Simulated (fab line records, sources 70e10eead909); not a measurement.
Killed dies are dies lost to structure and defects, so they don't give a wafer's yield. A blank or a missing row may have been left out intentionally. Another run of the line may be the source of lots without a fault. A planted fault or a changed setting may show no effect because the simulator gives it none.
Chamber matching | flow nand_harc | pecvd-01 running NHARC_A_M0_DEP_32: 3 sister chambers
The step deposits SiCN, target thk 30 nm. 6 wafers are shown with their chamber, then 8 later ones without.

== EACH WAFER AND ITS CHAMBER ==
wafer  | chamber | heater_power_w (W)
L076.6 | 0       | 532
L082.1 | 0       | 499
L082.6 | 1       | 517
L085.3 | 1       | 459
L085.4 | 2       | 586
L086.3 | 2       | 490

== WAFERS WITH NO CHAMBER GIVEN ==
wafer  | heater_power_w (W)
L086.4 | 485
L086.6 | 498
L094.1 | 476
L094.3 | 482
L094.5 | 589
L096.1 | 594
L096.3 | 519
L096.5 | 419

== WHICH CHAMBER EACH WENT THROUGH ==
wafer  | from the rows above          | in truth
L086.4 | can't be placed: 1 or 0 or 2 | 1
L086.6 | can't be placed: 1 or 0 or 2 | 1
L094.1 | can't be placed: 1 or 0 or 2 | 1
L094.3 | can't be placed: 1 or 0 or 2 | 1
L094.5 | can't be placed: 2 or 0 or 1 | 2
L096.1 | can't be placed: 2 or 0 or 1 | 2
L096.3 | can't be placed: 0 or 2 or 1 | 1
L096.5 | can't be placed: 1 or 0 or 2 | 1
Placed correctly: 0 of 8. Unplaceable from these rows: 8, with the true chamber sitting among the candidates in 8. Wrongly placed: 0.
How it was worked out, from the rows above alone: a wafer's distance from a chamber is the root of the sum, over the readings, of the square of ((its reading less the chamber's mean) divided by the reading's scatter). If the next closest chamber is less than 2 further off than the closest, the wafer can't be placed; otherwise it belongs to the closest. Each chamber's mean is taken over the wafers shown for it. How the scatter is found: for the shown wafers, subtract from each reading the mean of its chamber, square and add these, divide the total by (wafers less chambers), then take the root.
